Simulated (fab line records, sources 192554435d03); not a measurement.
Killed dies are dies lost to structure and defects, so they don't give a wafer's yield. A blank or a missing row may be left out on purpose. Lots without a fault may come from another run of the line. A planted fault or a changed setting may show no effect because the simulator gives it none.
Chamber matching | flow n5_finfet | N5_BEOL_M14_TRENCH_ETCH_34 on rie_diel-02: 4 sister chambers
The step etches SiO2 in C4F8/O2/Ar, target depth 556.65 nm, time 126.9 s. 8 wafers are shown with their chamber, then 8 later ones without.

WAFERS WITH THEIR CHAMBER
wafer  | chamber | drypump_motor_current_A (A) | rf_vpp_V (V)
L078.5 | 0       | 4.9                         | 2288
L086.3 | 2       | 6.3                         | 2193
L086.4 | 0       | 4.9                         | 2284
L086.6 | 1       | 5.0                         | 2229
L089.2 | 3       | 5.2                         | 2222
L089.4 | 1       | 5.0                         | 2228
L089.5 | 3       | 5.2                         | 2221
L088.3 | 2       | 6.4                         | 2193

WAFERS WITHOUT THEIR CHAMBER
wafer  | drypump_motor_current_A (A) | rf_vpp_V (V)
L088.4 | 5.0                         | 2227
L088.5 | 4.9                         | 2285
L093.2 | 6.3                         | 2192
L093.4 | 4.9                         | 2284
L093.6 | 5.0                         | 2227
L095.1 | 5.2                         | 2221
L095.4 | 4.9                         | 2284
L095.6 | 4.9                         | 2285

WHICH CHAMBER EACH WENT THROUGH
wafer  | from the rows above | in truth
L088.4 | 1                   | 1
L088.5 | 0                   | 0
L093.2 | 2                   | 2
L093.4 | 0                   | 0
L093.6 | 1                   | 1
L095.1 | 3                   | 3
L095.4 | 0                   | 0
L095.6 | 0                   | 0
Placed correctly: 8 of 8. Can't be placed from these rows: 0. Placed wrongly: 0.
How it was worked out, from the rows above alone: a wafer's distance from a chamber is the root of the sum, over the readings, of the square of ((its reading less the chamber's mean) divided by the reading's scatter). The wafer belongs to the nearest chamber; if the next one is less than 2 further off, it can't be placed. A chamber's mean is the mean of its shown wafers. The scatter: the root of (the sum of the squares of (reading less its chamber's mean) over the shown wafers, divided by (wafers less chambers)).
